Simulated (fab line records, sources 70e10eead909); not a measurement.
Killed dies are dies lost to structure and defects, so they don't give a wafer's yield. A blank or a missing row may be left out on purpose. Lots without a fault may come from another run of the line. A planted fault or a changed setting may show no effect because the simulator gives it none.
Problem report in the 8D (eight disciplines) form, filled by code | flow nand_harc | the parts of the form that need people (team, actions taken, sign-off) are left out

1. THE PROBLEM
killed_at_array at NHARC_END_SORT_01 reads a mean of 116 on 3 wafers of 2 lots; wafers without a fault read 27 with a standard deviation of 11. That is +8.1 standard deviations from the usual mean.
First seen on wafer L864.2, day 22 19:49, on prober-01. The record holds 8 wafers of 4 lots with a number at this step. Rule for "out", or "out of limits": more than 4 standard deviations from the usual mean. The other wafers with a number count as sound.

2. WHAT IT IS AND WHAT IT IS NOT
question                    | is                           | is not
which readings at this step | killed_at_array, killed_dies | killed_at_other, killed_at_periphery, killed_open, killed_short
which lots                  | L864, L871                   | L854, L863
which wafers of those lots  | L864.2, L864.5, L871.4       | L864.4
read on which gauges        | prober-01                    | -
when                        | from day 22 19:49            | up to then (4 sound wafers); but 1 sound wafer of L864 came after

3. SUSPECTS, AND WHAT RULES EACH OUT
Counting: a tool at a process step up to the reading stays a suspect if it ran every lot that is out. Sound lots after the first of them don't rule it out here, since some wafers of a struck lot are sound.
- the gauge at NHARC_END_SORT_01: kept. All the wafers that are out were read on prober-01, and no step on other tools shows them out.
- har_etch-01 at NHARC_A_SLIT_ETCH_26 (etches the open film in C4F8/O2/Ar, time 90 s, target depth 400 nm): kept. It ran every lot that is out, first L864 (day 18 02:02); its last sound lot up to then is L863 (day 16 17:09).
- ald_hk-03 at NHARC_A_WL_FILL_ALD_00 (deposits Al2O3, target thk 3 nm, pulse time 3 s, ald cycles 30): kept. It ran every lot that is out, first L864 (day 18 10:58); its last sound lot up to then is L854 (day 15 05:03).
- rtp_anneal-02 at NHARC_A_WL_FILL_RTA_01 (time 5 s): kept. It ran every lot that is out, first L864 (day 18 11:14); its last sound lot up to then is L863 (day 17 02:33).
- ald_metal-01 at NHARC_A_WL_FILL_ALD_02 (deposits TiN, target thk 2 nm, pulse time 3 s, ald cycles 100): kept. It ran every lot that is out, first L864 (day 18 11:29).
- rie_diel-02 at NHARC_A_WL_FILL_ETCHBACK_16 (etches the open film in C4F8/O2/Ar, target depth 88 nm, time 17.6 s): kept. It ran every lot that is out, first L864 (day 19 04:29); its last sound lot up to then is L863 (day 17 18:10). NHARC_A_WL_FILL_ETCHBACK_16 gives no start for some lots, so the hours and the order of its lots are those of NHARC_A_WL_FILL_STRIP_29.
- rie_diel-02 at NHARC_A_WL_FILL_STRIP_29 (strips in O2, time 20 s): kept. It ran every lot that is out, first L864 (day 19 04:29); its last sound lot up to then is L863 (day 17 18:10).
- Within ald_hk-03 at NHARC_A_WL_FILL_ALD_00: the wafers that are out ran in chamber 2; their sound lot-mates ran in chamber 3.
- Within rie_diel-02 at NHARC_A_WL_FILL_ETCHBACK_16: the wafers that are out ran in chamber 2; their sound lot-mates ran in chamber 0.
Left after counting: har_etch-01 at NHARC_A_SLIT_ETCH_26, ald_hk-03 at NHARC_A_WL_FILL_ALD_00, rtp_anneal-02 at NHARC_A_WL_FILL_RTA_01, ald_metal-01 at NHARC_A_WL_FILL_ALD_02, rie_diel-02 at NHARC_A_WL_FILL_ETCHBACK_16, rie_diel-02 at NHARC_A_WL_FILL_STRIP_29, prober-01 at NHARC_END_SORT_01.

4. THE CAUSE (what the simulator had put in)
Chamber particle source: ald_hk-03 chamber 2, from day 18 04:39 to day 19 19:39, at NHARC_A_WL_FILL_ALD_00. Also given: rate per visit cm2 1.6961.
Counting left 7 suspects, and this tool is among them.

5. THE CHAIN OF EFFECTS, in route order
Each row: a reading whose mean over the struck wafers that have a number lies more than 3 standard deviations from the usual. Only readings for which the record gives a usual standard deviation are gone through. hours: the time from each lot's start at the first step in this table that gives one to its start at this step, as a median over the lots. sigmas: the change in usual standard deviations.
hours | step              | reading         | usual | on struck wafers | change | sigmas
0     | NHARC_END_SORT_01 | killed_at_array | 27    | 116              | +89    | +8.1
0     | NHARC_END_SORT_01 | killed_dies     | 30    | 117              | +87    | +7.9

6. WHAT WOULD HAVE CAUGHT IT SOONER
In this record the first reading out of limits at a measuring or inspecting step was taken at day 22 19:49, 111 hours after the fault began at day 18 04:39.
Of the tool readings at NHARC_A_WL_FILL_ALD_00 for which the record gives a usual standard deviation, none was out on any struck wafer, so an alarm limit of 4 standard deviations on them would not have fired.
All the lots that are out (2) had begun NHARC_A_WL_FILL_ALD_00 on ald_hk-03 by day 22 19:49. A hold on the tool at that time would have spared none of them.
